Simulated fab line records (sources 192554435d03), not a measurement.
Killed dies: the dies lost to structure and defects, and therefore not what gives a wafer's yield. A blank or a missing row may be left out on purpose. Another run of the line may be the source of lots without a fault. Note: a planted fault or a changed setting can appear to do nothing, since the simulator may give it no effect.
Matching of chambers -- flow n5Finfet -- 3 sister chambers for N5_ZERO_LAYER_PECVD_02 on pecvd-01
The step deposits SiO2 from SiH4/N2O, target thk 10 nm, time 6 s. 6 wafers are shown with their chamber, then 7 later ones without.

== WAFERS PAIRED WITH THEIR CHAMBERS ==
wafer,chamber,showerheadPlenumPTorr (Torr),heaterPowerW (W)
L078.6,2,8.29,861
L081.2,2,8.27,828
L081.4,0,8.35,713
L081.6,1,8.00,624
L082.1,0,8.36,866
L082.2,1,8.03,607

== WAFERS WITH NO CHAMBER GIVEN ==
wafer,showerheadPlenumPTorr (Torr),heaterPowerW (W)
L082.6,8.34,856
L083.1,8.26,878
L083.4,8.28,886
L083.5,8.00,618
L086.1,8.35,838
L086.3,7.99,591
L086.5,8.00,589

== THE CHAMBER EACH PASSED THROUGH ==
wafer,from the rows above,in truth
L082.6,0,0
L083.1,2,2
L083.4,2,2
L083.5,1,1
L086.1,0,0
L086.3,1,1
L086.5,1,1
Placed correctly: 7 of 7. Number that these rows cannot place: 0. 0 placed wrongly.
How it was worked out, from the rows above alone: a wafer's distance from a chamber is the root of the sum, over the readings, of the square of ((its reading less the chamber's mean) divided by the reading's scatter). If the next closest chamber is less than 2 further off than the closest, the wafer can't be placed; otherwise it belongs to the closest. The mean given for a chamber averages the wafers shown for that chamber. The scatter: the root of (the sum of the squares of (reading less its chamber's mean) over the shown wafers, divided by (wafers less chambers)).
